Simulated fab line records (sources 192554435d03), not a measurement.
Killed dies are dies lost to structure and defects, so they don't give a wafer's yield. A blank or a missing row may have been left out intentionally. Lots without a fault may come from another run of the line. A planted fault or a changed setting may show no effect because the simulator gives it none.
Struck lot and sound lot, side by side    flow n5 finfet    16 steps out of a route of 1938
Sound: these wafers, L554.1, L554.2, L554.5. Wafers L545.4, L545.5, L545.6 were the ones struck. The cause is given at the end.
Order at every step that has rows: each side's tool, ch and its chambers, its first start. Under that, the readings that differ: sound wafers    struck wafers    difference of the means    sigmas: that difference in standard deviations of wafers without a fault.
alike: same words and numbers on both sides, and readings whose means sit less than 2 such deviations apart. not compared: any withheld reading, any reading some wafer has no value for, any bound like >300 that may hide the same value, and any number with overlapping values for which the record gives no deviation.
The two part at a step that has a row with sigmas, a row that says differs or no value, or rows on one side only. Non-overlapping numbers with no deviation appear without sigmas and do not part them. Lack of a reading on every wafer of one side parts them only where that side has two or more wafers.

first, 12 steps without rows for these wafers: N5_BEOL_M4_DESCUM_33 (chemistry O2, time 7 s); N5_BEOL_M4_ETCH_77 (etches underlayer in N2/H2, target depth 6.5 nm, time 5.2 s); N5_BEOL_M4_ETCH_69 (etches SiARC in CF4, target depth 15.6 nm, time 26 s); N5_BEOL_M4_ALD_98 (deposits SiO2, target thk 2.5 nm, pulse time 1 s, co reactant pulse time 1 s); N5_BEOL_M4_ETCHBACK_99 (etches SiO2 in CHF3, target depth 5 nm, time 10.4 s); N5_BEOL_M4_ETCH_70 (etches SOC in N2/H2, target depth 80 nm, overetch 24 nm, time 130 s); N5_BEOL_M4_STRIP_71 (strips in N2/H2); N5_BEOL_M4_STRIP_78 (strips in N2/H2); N5_BEOL_M4_VIA_ETCH_34 (etches the open film in C4F6/O2, target depth 69.4 nm, time 65.9 s); N5_BEOL_M4_STRIP_83 (strips in C4F6/O2); N5_BEOL_M4_STRIP_36 (strips in N2/H2); N5_BEOL_M4_TRENCH_ETCH_37 (etches SiOC in C4F6/O2, target depth 55.555 nm, time 29.2 s).
N5_BEOL_M4_ETCH_41: etches SiCN in CH3F/O2, target depth 29.9 nm, time 52.5 s.
  sound on rie diel-01 ch 0,1,3, day 11 22:14; struck on rie diel-04 ch 0,1,2, day 9 21:40
  no value came back on the struck wafers for any of 7 readings (CH3F_flow_sccm (sccm), O2_flow_sccm (sccm) and others); on the sound wafers CH3F_flow_sccm (sccm) reads 30.00 30.06 29.88
  not compared: rf hours counter h
then, 1 step without rows for these wafers: N5_BEOL_M4_STRIP_97 (strips in N2/H2, time 10 s).
N5_BEOL_M4_RC_MEAS_101:
  the record has rows for the sound wafers here (prober-01 ch 0, day 12 03:58) and none for the struck ones
-- record jumps: 5 days separate the struck wafers' starts on either side; left off in module BEOL_M4, taken up again in module PASSIVATION, whose first shown step is the route's number 1936 --
N5_PASSIVATION_PROBE_49:
  struck on prober-02, day 15 01:57; sound on prober-01, day 17 13:26
reading                   sound           struck          difference  sigmas
defect limited yield (%)  92.8 93.5 93.3  0 0 0           -93         -62
killed_at_M4_up           17 22 12        1115 1091 1097  +1084       +99 or more
killed dies               85 77 79        1180 1180 1180  +1100       +61
killed on rim             4 11 9          152 152 152     +144        +37
sort_bin_5_function (%)   4.2 3.5 4.1     96.9 96.5 96.7  +92.8       +93
sort n pass               1095 1103 1101  0 0 0           -1100       -61
sort yield pct (%)        92.8 93.5 93.3  0 0 0           -93         -62
  alike: killed_at_M0_to_M3, killed at contacts, killed at front end, killed at other, killed open, killed short, sort_bin_6_memory

== WHERE THEY PART ==
Earliest at N5_BEOL_M4_ETCH_41; latest, in this record, at N5_PASSIVATION_PROBE_49.

WHY: what the simulator had put in
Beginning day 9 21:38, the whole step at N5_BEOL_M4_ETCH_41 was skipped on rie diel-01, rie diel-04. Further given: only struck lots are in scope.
